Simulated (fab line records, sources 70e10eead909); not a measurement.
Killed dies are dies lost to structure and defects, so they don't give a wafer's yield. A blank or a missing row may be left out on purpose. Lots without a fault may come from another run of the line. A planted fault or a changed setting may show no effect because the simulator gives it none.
fab line records | flow nand_harc
record lots=24 wafers=72 last_day=34
route steps=1302 shown A_STAIRCASE@768 A_SGD_CUT@903 A_SLIT@923
lots that met no fault: from a run of the same line without faults
start_h: hours from the record's first day to the start of the lot's first wafer shown | wait_h: hours since the lot's step before | " the same as in the row above | L1.1+2: a row that stands for several wafers | - no value, or no start given | * or withheld: withheld | < > ~ a bound
route shown NAME@n: a module of which the file shows steps, and the number in the route of the first | usual: mean/standard deviation of fault-free wafers | same: alike in all rows | chamber/n: place in a boat | sites: the reading at each site | _std_site: their standard deviation | _edge_site: outer sites' mean less inner sites' | radius_mm: how far each site lies from the wafer's centre | mask NAME#n: copy n | behind: the tool/chamber that last shaped the wafer | hold: why the lot was held/for how many hours/how that ended | device: the transistor (n, p or np) that didn't switch | end of line: the same wafers' tests at the end of the route | a step without rows: its recipe alone | killed: dies lost to structure and defects at the first sort, not the wafer's yield | map: a wafer's dies, x killed, . not, _ none there
set.NAME: the setting as run; set.NAME@STEP: as run at that earlier step | model.NAME: the simulator's own value behind a step, which no gauge read
steps of the route over a sample of lots; a table a step, a row a wafer
services: from which hour (start_h, from the record's first day; less than 0 if before it) a tool's chamber was out of use, for how many hours, and why
## steps
# step NHARC_A_STAIRCASE_STRIP_254
# recipe power_w=1500 temp_c=250 chemistry=O2
# usual drypump_motor_current_A=5.6/0.5 heater_power_w=351/44 temp_c=250.00/0.17
# columns lot.wafer tool chamber start_h wait_h drypump_motor_current_A heater_power_w rf_hours_counter_h temp_c
L074.1 plasma_asher-02 0 361.19 - 6.0 368 21 250.03
L074.2 " 1 " " 5.0 337 21 249.73
L074.6 " 0 " " 6.0 371 - 249.80
L075.1 plasma_asher-02 1 376.08 - 5.0 333 24 249.75
L075.2 " 0 " " 6.0 379 24 249.80
L075.6 " 0 " " 6.0 372 - 249.78
L076.3 plasma_asher-01 0 376.27 - 6.3 271 - 249.75
L076.4 " 1 " " 5.4 408 - 249.63
L076.5 " 0 " " 6.3 271 - 249.97
L077.2 plasma_asher-02 0 394.49 - 6.0 379 28 250.28
L077.1 " 1 " " 5.0 342 28 250.04
L077.4 " 0 " " 6.1 371 - 249.83
L078.2 plasma_asher-02 1 396.46 - 5.0 339 28 250.09
L078.5 " 1 " " 5.0 340 - 250.08
L078.6 " 0 " " 6.0 377 - 250.08
L080.2 plasma_asher-01 1 410.33 - 5.4 403 14 250.14
L080.4 " 1 " " 5.4 418 - 249.97
L080.6 " 1 " " 5.4 414 - 249.86
L079.2 plasma_asher-02 1 411.96 - 5.0 337 32 249.91
L079.4 " 0 " " 6.0 373 - 250.04
L079.3 " 1 " " 5.0 348 - 250.04
L081.1 plasma_asher-01 1 427.47 - 5.4 405 17 250.40
L081.6 " 1 " " 5.4 410 - 250.28
L081.5 " 0 " " 6.3 278 - 249.99
L082.1 plasma_asher-01 1 449.17 - 5.4 404 23 250.08
L082.4 " 0 " " 6.3 282 - 249.99
L082.5 " 1 " " 5.4 403 - 250.14
L083.1 plasma_asher-01 1 450.76 - 5.4 407 23 249.95
L083.3 " 0 " " 6.2 273 - 250.06
L083.5 " 0 " " 6.2 276 - 250.15
L084.2 plasma_asher-02 0 470.66 - 6.0 372 7 249.99
L084.6 " 1 " " 5.0 358 - 249.99
L084.5 " 0 " " 6.0 355 - 249.92
L085.2 plasma_asher-02 0 475.56 - 6.0 360 11 249.86
L085.3 " 1 " " 5.0 345 - 249.94
L085.5 " 1 " " 5.0 351 - 250.15
L086.2 plasma_asher-01 1 479.28 - 5.4 410 27 249.93
L086.4 " 0 " " 6.3 278 - 250.06
L086.5 " 0 " " 6.3 267 - 250.00
L087.1 plasma_asher-02 0 504.26 - 6.0 362 16 250.10
L087.2 " 1 " " 5.0 354 16 249.84
L087.5 " 1 " " 5.0 356 - 250.00
L088.1 plasma_asher-02 0 507.05 - 6.0 366 16 250.11
L088.3 " 1 " " 5.0 345 - 250.04
L088.4 " 0 " " 6.0 351 - 250.15
L090.1 plasma_asher-02 1 535.69 - 5.0 361 23 249.81
L090.3 " 1 " " 5.0 353 - 250.12
L090.5 " 0 " " 6.0 352 - 249.96
L089.1 plasma_asher-01 0 535.85 - 6.3 270 2 250.25
L089.5 " 0 " " 6.3 284 - 249.94
L089.6 " 1 " " 5.4 414 - 250.06
L091.4 plasma_asher-01 1 539.71 - 5.4 413 - 250.17
L091.5 " 1 " " 5.4 414 - 250.18
L091.6 " 0 " " 6.3 277 - 250.12
L093.2 plasma_asher-02 1 553.17 - 5.0 352 27 249.81
L093.6 " 1 " " 5.0 356 - 249.77
L093.5 " 0 " " 6.0 362 - 250.11
L092.1 plasma_asher-02 0 556.73 - 6.0 361 28 250.01
L092.3 " 0 " " 6.0 361 - 249.90
L092.5 " 0 " " 6.0 362 - 249.94
L094.2 plasma_asher-01 1 562.06 - 5.4 405 6 249.97
L094.3 " 1 " " 5.4 415 - 250.11
L094.5 " 1 " " 5.4 411 - 249.96
L096.1 plasma_asher-02 0 585.95 - 6.0 363 35 250.14
L096.4 " 1 " " 5.0 347 - 250.03
L096.6 " 0 " " 6.1 353 - 249.96
L097.2 plasma_asher-02 0 586.57 - 6.0 354 35 250.01
L097.4 " 1 " " 5.0 351 - 249.88
L097.3 " 0 " " 6.0 367 - 249.88
L095.1 plasma_asher-02 0 589.20 - 6.0 358 36 250.03
L095.4 " 1 " " 5.0 354 - 249.76
L095.6 " 1 " " 5.0 355 - 249.70
# step NHARC_A_STAIRCASE_DESCUM_270
# recipe time_s=3 o2_flow_sccm=200 ar_flow_sccm=0 bias_power_w=0 chemistry=O2
# usual drypump_motor_current_A=6.0/0.32 oes_product_au=1.002/0.013 rf_vpp_V=57.7/0.88 showerhead_plenum_p_Torr=1.92/0.094 throttle_valve_pct=11.310/0.0096
# same bias_power_w=0
# columns lot.wafer tool chamber start_h wait_h drypump_motor_current_A oes_product_au rf_hours_counter_h rf_vpp_V showerhead_plenum_p_Torr throttle_valve_pct
L074.2 rie_diel-03 3 365.75 - 5.9 0.992 30 58.2 2.03 11.318
L074.1 " 0 " " 6.2 1.021 30 57.9 1.87 11.320
L074.6 " 3 " " 5.9 1.009 - 56.1 2.03 11.312
L075.2 rie_diel-12 3 381.81 - 5.7 1.019 35 58.7 1.94 11.307
L075.1 " 1 " " 5.7 0.996 31 56.7 1.82 11.308
L075.6 " 3 " " 5.7 1.015 - 57.6 1.94 11.294
L076.3 rie_diel-03 1 382.51 - 6.2 0.996 35 57.9 1.77 11.302
L076.4 " 3 " " 5.9 1.019 36 60.4 2.02 11.320
L076.5 " 0 " " 6.1 1.018 - 57.1 1.87 11.293
L077.2 rie_diel-13 1 400.35 - 6.5 0.994 14 58.3 2.07 11.303
L077.4 " 3 " " 5.6 1.011 17 56.6 1.78 11.311
L077.1 " 0 " " 6.3 0.999 14 58.0 1.96 11.316
L078.2 rie_diel-12 2 401.99 - 5.4 1.006 41 56.8 1.86 11.303
L078.5 " 0 " " 6.0 1.001 - 58.2 1.97 11.320
L078.6 " 2 " " 5.4 1.023 - 57.4 1.86 11.299
L080.4 rie_diel-13 2 414.46 - 6.5 0.987 21 57.1 1.90 11.294
L080.2 " 0 " " 6.3 0.997 19 58.2 1.96 11.314
L080.6 " 3 " " 5.6 0.999 - 58.6 1.78 11.304
L079.4 rie_diel-03 2 415.51 - 6.0 0.990 51 58.6 1.82 11.301
L079.3 " 3 " " 5.9 1.013 54 58.3 2.02 11.301
L079.2 " 1 " " 6.2 0.977 48 57.9 1.76 11.333
L081.1 rie_diel-03 1 432.95 - 6.2 0.983 51 58.1 1.76 11.317
L081.6 " 0 " " 6.2 1.030 - 58.4 1.86 11.312
L081.5 " 1 " " 6.2 0.988 - 57.1 1.76 11.312
L082.1 rie_diel-12 2 456.30 - 5.4 0.998 0 58.3 1.85 11.322
L082.4 " 3 " " 5.7 1.016 0 57.2 1.94 11.307
L082.5 " 1 " " 5.7 1.000 - 57.3 1.82 11.306
L083.1 rie_diel-12 2 458.22 - 5.4 1.001 2 57.3 1.85 11.319
L083.3 " 0 " " 6.1 1.003 1 58.3 1.96 11.299
L083.5 " 1 " " 5.7 0.991 - 57.0 1.82 11.308
L084.2 rie_diel-13 3 474.44 - 5.6 0.996 50 55.7 1.77 11.306
L084.6 " 0 " " 6.3 0.991 - 58.4 1.95 11.289
L084.5 " 1 " " 6.4 0.981 - 59.5 2.07 11.300
L085.3 rie_diel-03 2 479.40 - 6.0 0.999 3 58.3 1.82 11.311
L085.2 " 3 " " 5.9 0.991 3 59.3 2.01 11.307
L085.5 " 2 " " 6.0 0.995 - 58.1 1.82 11.291
L086.2 rie_diel-13 0 482.92 - 6.3 0.989 46 57.1 1.95 11.305
L086.4 " 3 " " 5.5 1.014 52 56.4 1.77 11.325
L086.5 " 1 " " 6.4 0.985 - 59.6 2.07 11.312
L087.2 rie_diel-12 0 508.89 - 6.1 1.008 16 57.6 1.96 11.306
L087.1 " 1 " " 5.7 0.993 16 57.5 1.81 11.328
L087.5 " 2 " " 5.4 0.986 - 56.6 1.85 11.320
L088.3 rie_diel-03 0 511.17 - 6.2 1.030 11 57.6 1.86 11.304
L088.4 " 2 " " 6.0 0.989 9 57.2 1.82 11.306
L088.1 " 3 " " 5.9 0.987 9 57.9 2.01 11.323
L090.3 rie_diel-03 0 541.45 - 6.1 1.036 21 56.9 1.85 11.304
L090.1 " 2 " " 6.0 0.995 22 57.7 1.81 11.308
L090.5 " 1 " " 6.2 1.007 - 58.0 2.07 11.314
L089.1 rie_diel-03 3 541.66 - 5.9 0.994 23 58.0 2.00 11.303
L089.5 " 2 " " 6.0 0.993 - 57.6 1.81 11.312
L089.6 " 3 " " 5.9 0.988 - 58.9 2.00 11.318
L091.4 rie_diel-12 1 546.29 - 5.7 0.983 30 58.0 1.81 11.309
L091.6 " 3 " " 5.6 1.002 - 58.1 1.93 11.312
L091.5 " 0 " " 6.0 1.003 - 56.4 1.95 11.298
L093.2 rie_diel-13 2 557.10 - 6.5 0.997 13 57.7 1.89 11.308
L093.6 " 2 " " 6.4 0.993 - 57.3 1.89 11.308
L093.5 " 3 " " 5.6 0.999 - 57.1 2.07 11.321
L092.1 rie_diel-12 2 565.25 - 5.4 0.978 30 57.8 1.84 11.303
L092.3 " 0 " " 6.0 0.996 32 57.6 1.95 11.312
L092.5 " 2 " " 5.4 0.986 - 58.7 1.84 11.304
L094.3 rie_diel-13 1 569.06 - 6.4 0.998 14 57.8 2.06 11.314
L094.2 " 0 " " 6.3 1.007 15 57.1 1.94 11.308
L094.5 " 2 " " 6.5 1.009 - 58.1 1.89 11.294
L096.1 rie_diel-03 3 590.23 - 5.9 1.004 35 57.2 2.00 11.327
L096.4 " 1 " " 6.2 1.008 36 57.8 2.06 11.307
L096.6 " 3 " " 5.9 1.008 - 57.8 2.00 11.314
L097.3 rie_diel-12 1 591.93 - 5.7 0.982 41 55.6 1.80 11.330
L097.2 " 2 " " 5.4 0.996 38 56.6 1.84 11.308
L097.4 " 3 " " 5.7 1.002 42 56.9 1.92 11.306
L095.1 rie_diel-13 2 593.86 - 6.5 1.010 22 58.5 1.89 11.316
L095.4 " 0 " " 6.3 1.021 22 57.4 1.94 11.311
L095.6 " 2 " " 6.5 0.999 - 58.8 1.88 11.312
# step NHARC_A_STAIRCASE_HM_DEP_459
# recipe target_thk_a=15000 temp_c=400 material=aC
# usual throttle_valve_pct=35.000/0.0094
# columns lot.wafer tool chamber start_h wait_h throttle_valve_pct
L074.1 acl_dep-02 0 373.24 3.6 34.988
L074.2 " 0 " " 35.012
L074.6 " 0 374.79 5.1 34.993
L075.1 acl_dep-03 0 384.84 0.1 35.004
L075.2 " 0 " " 34.980
L075.6 " 0 386.37 1.6 34.979
L076.3 acl_dep-02 0 386.99 1.3 35.002
L076.4 " 0 " " 34.995
L076.5 " 0 " " 35.004
L077.1 acl_dep-02 0 403.49 0.1 34.998
L077.2 " 0 " " 35.013
L077.4 " 0 " " 35.012
L078.2 acl_dep-03 0 408.38 1.8 35.011
L078.5 " 0 " " 34.989
L078.6 " 0 " " 34.998
L080.2 acl_dep-02 0 417.88 0.4 34.989
L080.4 " 0 " " 34.994
L080.6 " 0 " " 34.990
L079.2 acl_dep-03 0 419.52 0.9 35.007
L079.3 " 0 " " 35.013
L079.4 " 0 " " 35.003
L081.1 acl_dep-01 0 436.00 0.1 34.991
L081.5 " 0 437.22 1.3 35.012
L081.6 " 0 " " 35.003
L082.1 acl_dep-01 0 461.39 2.0 35.013
L082.4 " 0 " " 34.999
L082.5 " 0 " " 35.015
L083.1 acl_dep-03 0 462.11 0.7 35.000
L083.3 " 0 " " 35.004
L083.5 " 0 " " 35.009
L084.2 acl_dep-01 0 477.76 0.4 34.977
L084.5 " 0 " " 34.992
L084.6 " 0 " " 35.000
L085.2 acl_dep-02 0 482.74 0.4 34.998
L085.3 " 0 " " 35.002
L085.5 " 0 " " 35.011
L086.2 acl_dep-02 0 488.29 2.4 35.019
L086.4 " 0 " " 34.995
L086.5 " 0 " " 34.990
L087.1 acl_dep-03 0 512.60 0.8 35.008
L087.2 " 0 " " 34.991
L087.5 " 0 " " 35.013
L088.1 acl_dep-03 0 514.43 0.3 35.014
L088.3 " 0 " " 34.992
L088.4 " 0 " " 35.008
L090.1 acl_dep-01 0 545.44 0.7 35.013
L090.3 " 0 " " 35.004
L090.5 " 0 " " 35.003
L089.1 acl_dep-03 0 546.66 0.1 35.000
L089.5 " 0 547.89 1.3 34.993
L089.6 " 0 " " 34.993
L091.4 acl_dep-01 0 550.56 1.3 35.004
L091.5 " 0 " " 35.009
L091.6 " 0 " " 34.984
L093.2 acl_dep-01 0 564.79 4.7 34.998
L093.5 " 0 " " 34.994
L093.6 " 0 " " 34.998
L092.1 acl_dep-02 0 568.27 0.1 34.993
L092.3 " 0 " " 34.993
L092.5 " 0 " " 35.005
L094.2 acl_dep-03 0 572.85 0.4 35.012
L094.3 " 0 " " 34.998
L094.5 " 0 " " 34.994
L096.1 acl_dep-01 0 594.11 0.4 34.990
L096.4 " 0 " " 35.001
L096.6 " 0 " " 35.013
L097.2 acl_dep-03 0 597.42 2.5 35.004
L097.3 " 0 " " 35.013
L097.4 " 0 " " 35.009
L095.1 acl_dep-03 0 598.96 2.1 34.994
L095.4 " 0 " " 34.998
L095.6 " 0 " " 34.995
# step NHARC_A_STAIRCASE_ETCH_313
# recipe cf4_flow_sccm=100 chf3_flow_sccm=30 ar_flow_sccm=0 rf_w=500 bias_w=200 chemistry=CF4/CHF3
# usual drypump_motor_current_A=5.9/0.33 oes_product_au=0.933/0.02 rf_vpp_V=370.6/2.5 showerhead_plenum_p_Torr=1.57/0.071 throttle_valve_pct=16.803/0.0084
# columns lot.wafer tool chamber start_h wait_h drypump_motor_current_A oes_product_au rf_hours_counter_h rf_vpp_V showerhead_plenum_p_Torr throttle_valve_pct
L074.2 rie_diel-13 1 386.50 0.1 6.4 0.940 9 375.1 1.70 16.799
L074.1 " 3 " " 5.6 0.992 10 368.0 1.47 16.808
L074.6 " 1 " " 6.4 0.947 - 372.8 1.70 16.802
L075.2 rie_diel-12 2 397.15 0.1 5.4 0.934 38 369.2 1.53 16.804
L075.1 " 0 " " 6.0 0.936 39 372.0 1.62 16.803
L075.6 " 0 " " 6.0 0.928 - 370.6 1.62 16.813
L076.4 rie_diel-03 3 400.07 0.2 5.9 0.938 45 373.9 1.66 16.790
L076.3 " 0 " " 6.2 0.933 43 369.4 1.54 16.802
L076.5 " 0 " " 6.1 0.943 - 369.5 1.54 16.786
L077.4 rie_diel-12 3 413.56 0.1 5.7 0.938 43 370.1 1.59 16.806
L077.1 " 1 " " 5.7 0.926 36 367.9 1.50 16.798
L077.2 " 2 " " 5.4 0.941 45 369.8 1.53 16.806
L078.2 rie_diel-12 2 415.91 0.1 5.4 0.943 46 368.3 1.53 16.806
L078.5 " 3 " " 5.7 0.934 - 371.0 1.59 16.806
L078.6 " 0 " " 6.0 0.938 - 372.2 1.61 16.806
L080.4 rie_diel-12 2 425.57 0.1 5.4 0.939 47 369.1 1.53 16.787
L080.2 " 1 " " 5.7 0.971 38 367.0 1.50 16.792
L080.6 " 2 " " 5.4 0.937 - 371.5 1.53 16.794
L079.3 rie_diel-03 2 427.33 0.1 6.0 0.922 54 368.9 1.50 16.803
L079.2 " 3 " " 5.9 0.932 56 373.4 1.65 16.814
L079.4 " 0 " " 6.2 0.939 52 370.0 1.53 16.803
L081.1 rie_diel-13 0 444.83 0.1 6.3 0.950 30 372.4 1.61 16.796
L081.6 " 2 " " 6.5 0.985 - 371.1 1.56 16.804
L081.5 " 3 " " 5.6 0.978 - 367.9 1.47 16.816
L082.1 rie_diel-13 0 469.23 0.1 6.3 0.915 43 372.0 1.60 16.808
L082.4 " 2 " " 6.5 0.932 41 369.3 1.56 16.795
L082.5 " 0 " " 6.3 0.922 - 371.1 1.61 16.802
L083.1 rie_diel-03 2 471.37 0.2 6.0 0.932 1 369.6 1.50 16.812
L083.3 " 0 " " 6.1 0.966 1 369.6 1.53 16.793
L083.5 " 2 " " 6.0 0.923 - 368.1 1.50 16.792
L084.2 rie_diel-03 1 487.21 0.1 6.2 0.982 6 375.5 1.70 16.797
L084.5 " 2 " " 6.0 0.973 - 368.7 1.50 16.811
L084.6 " 3 " " 5.9 0.934 - 373.6 1.65 16.822
L085.2 rie_diel-12 1 492.75 0.1 5.7 0.919 13 368.0 1.50 16.802
L085.3 " 2 " " 5.4 0.920 11 369.2 1.52 16.811
L085.5 " 3 " " 5.7 0.912 - 370.8 1.59 16.800
L086.2 rie_diel-12 1 498.84 0.1 5.7 0.924 15 367.9 1.49 16.808
L086.4 " 3 " " 5.7 0.923 12 370.5 1.59 16.803
L086.5 " 1 " " 5.7 0.920 - 368.0 1.49 16.796
L087.2 rie_diel-03 1 522.80 0.2 6.1 0.927 14 375.0 1.70 16.798
L087.1 " 0 " " 6.1 0.954 14 369.5 1.53 16.809
L087.5 " 1 " " 6.2 0.926 - 375.9 1.70 16.800
L088.3 rie_diel-03 0 522.90 0.2 6.1 0.950 15 369.0 1.53 16.803
L088.4 " 1 " " 6.2 0.932 14 375.2 1.70 16.812
L088.1 " 3 " " 5.9 0.909 16 372.0 1.65 16.791
L090.1 rie_diel-13 0 553.47 0.1 6.3 0.952 11 372.2 1.60 16.811
L090.3 " 1 " " 6.4 0.913 11 373.8 1.69 16.803
L090.5 " 0 " " 6.3 0.946 - 370.1 1.60 16.812
L089.1 rie_diel-12 2 555.48 0.1 5.4 0.915 28 368.7 1.52 16.804
L089.6 " 3 " " 5.7 0.918 - 370.7 1.58 16.812
L089.5 " 0 " " 6.0 0.919 - 370.3 1.60 16.805
L091.4 rie_diel-12 3 563.00 0.1 5.7 0.940 34 370.8 1.58 16.806
L091.5 " 1 " " 5.7 0.918 - 366.6 1.49 16.800
L091.6 " 2 " " 5.4 0.913 - 368.5 1.52 16.798
L093.2 rie_diel-03 0 572.98 0.1 6.2 0.930 32 369.5 1.52 16.824
L093.5 " 0 " " 6.2 0.930 - 369.2 1.52 16.803
L093.6 " 1 " " 6.2 0.923 - 374.7 1.69 16.805
L092.1 rie_diel-13 1 576.60 0.1 6.4 0.927 17 374.3 1.68 16.800
L092.3 " 2 " " 6.5 0.927 19 370.1 1.55 16.807
L092.5 " 0 " " 6.3 0.954 - 370.9 1.60 16.801
L094.3 rie_diel-12 1 580.60 0.1 5.8 0.910 40 368.4 1.49 16.787
L094.2 " 2 " " 5.4 0.914 37 367.9 1.52 16.805
L094.5 " 2 " " 5.4 0.912 - 369.1 1.52 16.794
L096.1 rie_diel-12 2 602.16 0.1 5.4 0.924 40 367.7 1.52 16.804
L096.4 " 3 " " 5.7 0.926 45 370.2 1.58 16.804
L096.6 " 1 " " 5.7 0.917 - 367.4 1.49 16.810
L097.3 rie_diel-13 1 605.11 0.1 6.4 0.910 22 374.7 1.68 16.801
L097.4 " 3 " " 5.6 0.915 26 375.8 1.69 16.810
L097.2 " 0 " " 6.3 0.950 24 371.1 1.60 16.798
L095.1 rie_diel-12 3 612.55 0.1 5.7 0.920 48 370.1 1.58 16.780
L095.4 " 0 " " 6.0 0.919 44 370.1 1.60 16.809
L095.6 " 1 " " 5.7 0.912 - 366.7 1.49 16.798
# step NHARC_A_SGD_CUT_INSPECT_11
# usual raw_defect_count=55/37
# columns lot.wafer tool chamber start_h wait_h raw_defect_count
L074.1 defect_inspect-02 - 441.38 0.0 100
L074.2 " - " " 116
L074.6 " - " " 105
L075.1 defect_inspect-02 - 441.78 0.0 59
L075.2 " - " " 68
L075.6 " - " " 55
L076.3 defect_inspect-01 - 456.27 0.0 52
L076.4 " - " " 63
L076.5 " - " " 56
L077.1 defect_inspect-02 - 465.57 0.0 64
L077.2 " - " " 68
L077.4 " - " " 80
L078.2 defect_inspect-01 - 465.93 0.0 113
L078.5 " - " " 116
L078.6 " - " " 105
L080.2 defect_inspect-02 - 477.56 0.0 15
L080.4 " - " " 19
L080.6 " - " " 14
L079.2 defect_inspect-01 - 478.09 0.0 102
L079.3 " - " " 126
L079.4 " - " " 132
L081.1 defect_inspect-01 - 497.05 0.0 103
L081.5 " - " " 105
L081.6 " - " " 116
L082.1 defect_inspect-02 - 527.56 0.0 135
L082.4 " - " " 122
L082.5 " - " " 124
L083.1 defect_inspect-02 - 529.28 0.0 41
L083.3 " - " " 41
L083.5 " - " " 36
L084.2 defect_inspect-01 - 538.96 0.0 20
L084.5 " - " " 21
L084.6 " - " " 18
L086.2 defect_inspect-02 - 547.37 0.0 16
L086.4 " - " " 15
L086.5 " - " " 20
L085.2 defect_inspect-02 - 548.41 0.0 32
L085.3 " - " " 39
L085.5 " - " " 29
L088.1 defect_inspect-02 - 576.58 0.0 11
L088.3 " - " " 14
L088.4 " - " " 17
L087.1 defect_inspect-02 - 577.55 0.0 42
L087.2 " - " " 43
L087.5 " - " " 32
L090.1 defect_inspect-01 - 610.98 0.0 23
L090.3 " - " " 31
L090.5 " - " " 21
L089.1 defect_inspect-02 - 613.82 0.0 102
L089.5 " - " " 78
L089.6 " - " " 89
L091.4 defect_inspect-01 - 619.54 0.0 15
L091.5 " - " " 20
L091.6 " - " " 16
L093.2 defect_inspect-02 - 626.98 0.0 89
L093.5 " - " " 76
L093.6 " - " " 96
L094.2 defect_inspect-01 - 627.28 0.0 23
L094.3 " - " " 20
L094.5 " - " " 24
L092.1 defect_inspect-02 - 628.48 0.0 21
L092.3 " - " " 21
L092.5 " - " " 22
L097.2 defect_inspect-01 - 656.98 0.0 28
L097.3 " - " " 20
L097.4 " - " " 28
L096.1 defect_inspect-02 - 657.14 0.0 59
L096.4 " - " " 47
L096.6 " - " " 41
L095.1 defect_inspect-02 - 661.32 0.0 36
L095.4 " - " " 41
L095.6 " - " " 30
# step NHARC_A_SLIT_DEP_00
# recipe target_thk_a=62000 temp_c=400 material=aC
# usual throttle_valve_pct=35.000/0.0097
# columns lot.wafer tool chamber start_h wait_h throttle_valve_pct
L075.1 acl_dep-02 0 448.81 - 34.998
L075.2 " 0 " " 34.997
L075.6 " 0 451.89 - 35.006
L074.1 acl_dep-03 0 451.36 - 34.989
L074.2 " 0 " " 35.002
L074.6 " 0 454.50 - 35.018
L076.3 acl_dep-01 0 464.51 - 34.993
L076.4 " 0 " " 34.985
L076.5 " 0 " " 34.989
L077.1 acl_dep-02 0 472.86 - 34.997
L077.2 " 0 " " 35.013
L077.4 " 0 474.72 - 34.995
L078.2 acl_dep-01 0 473.60 1.0 35.000
L078.5 " 0 475.51 2.7 34.990
L078.6 " 0 " " 35.000
L079.2 acl_dep-01 0 492.97 - 35.004
L079.3 " 0 " " 34.987
L079.4 " 0 " " 34.996
L080.2 acl_dep-03 0 495.87 - 34.992
L080.4 " 0 497.12 - 34.989
L080.6 " 0 498.38 - 35.001
L081.1 acl_dep-01 0 504.03 - 35.003
L081.5 " 0 506.52 - 34.995
L081.6 " 0 " " 35.002
L082.1 acl_dep-01 0 534.76 - 34.998
L082.4 " 0 536.67 - 34.996
L082.5 " 0 " " 35.006
L083.1 acl_dep-03 0 534.79 - 35.010
L083.3 " 0 536.06 - 35.005
L083.5 " 0 537.32 - 35.020
L084.2 acl_dep-02 0 546.66 - 35.005
L084.5 " 0 548.56 - 34.996
L084.6 " 0 " " 35.012
L085.2 acl_dep-02 0 556.86 - 35.002
L085.3 " 0 " " 34.998
L085.5 " 0 558.76 - 35.000
L086.2 acl_dep-03 0 557.96 - 34.996
L086.4 " 0 559.19 - 35.006
L086.5 " 0 " " 35.009
L088.1 acl_dep-01 0 583.68 - 34.993
L088.3 " 0 584.92 - 34.989
L088.4 " 0 " " 34.999
L087.1 acl_dep-03 0 585.32 - 35.006
L087.2 " 0 " " 35.012
L087.5 " 0 587.85 - 34.987
L090.1 acl_dep-01 0 618.51 - 34.992
L090.3 " 0 619.78 - 34.991
L090.5 " 0 621.05 - 35.003
L089.1 acl_dep-03 0 618.66 - 34.991
L089.5 " 0 621.15 - 35.011
L089.6 " 0 " " 34.999
L091.4 acl_dep-02 0 631.85 - 34.996
L091.5 " 0 " " 34.995
L091.6 " 0 " " 34.988
L092.1 acl_dep-02 0 637.89 - 35.010
L092.3 " 0 639.15 - 35.010
L092.5 " 0 640.40 - 35.011
L094.2 acl_dep-01 0 638.98 - 35.002
L094.3 " 0 " " 35.010
L094.5 " 0 640.86 - 34.996
L093.2 acl_dep-03 0 639.87 - 34.993
L093.5 " 0 641.76 - 35.003
L093.6 " 0 " " 35.002
L096.1 acl_dep-01 0 664.21 - 35.008
L096.4 " 0 666.11 - 35.004
L096.6 " 0 667.37 - 35.006
L097.2 acl_dep-02 0 664.76 - 34.998
L097.3 " 0 " " 34.996
L097.4 " 0 " " 35.010
L095.1 acl_dep-02 0 668.64 - 34.997
L095.4 " 0 670.54 - 34.999
L095.6 " 0 671.80 - 35.021
## services
# columns tool chamber start_h hours kind
rie_diel-13 - 342.05 9.0 pm
acl_dep-01 - 368.86 13.0 pm
rie_diel-12 3 391.16 15.7 repair
rie_diel-12 1 393.31 17.1 repair
rie_diel-03 0 407.54 3.3 repair
plasma_asher-02 - 421.78 4.5 repair
acl_dep-02 - 424.12 13.0 pm
rie_diel-13 1 436.55 14.8 repair
rie_diel-03 - 460.50 9.0 pm
acl_dep-03 - 482.24 13.0 pm
rie_diel-13 1 511.94 4.5 repair
rie_diel-13 - 519.68 9.0 pm
rie_diel-12 0 537.58 4.4 repair
acl_dep-01 - 551.48 13.0 pm
rie_diel-03 3 568.58 8.0 repair
plasma_asher-02 - 603.23 9.0 pm
acl_dep-02 - 607.94 13.0 pm
rie_diel-13 0 613.37 7.5 repair
rie_diel-12 - 623.76 9.0 pm
rie_diel-03 1 628.30 3.7 repair
rie_diel-13 0 632.18 10.7 repair
rie_diel-03 - 637.51 9.0 pm
acl_dep-03 - 664.28 13.0 pm
rie_diel-12 - 665.15 0.4 repair
## key
fault none
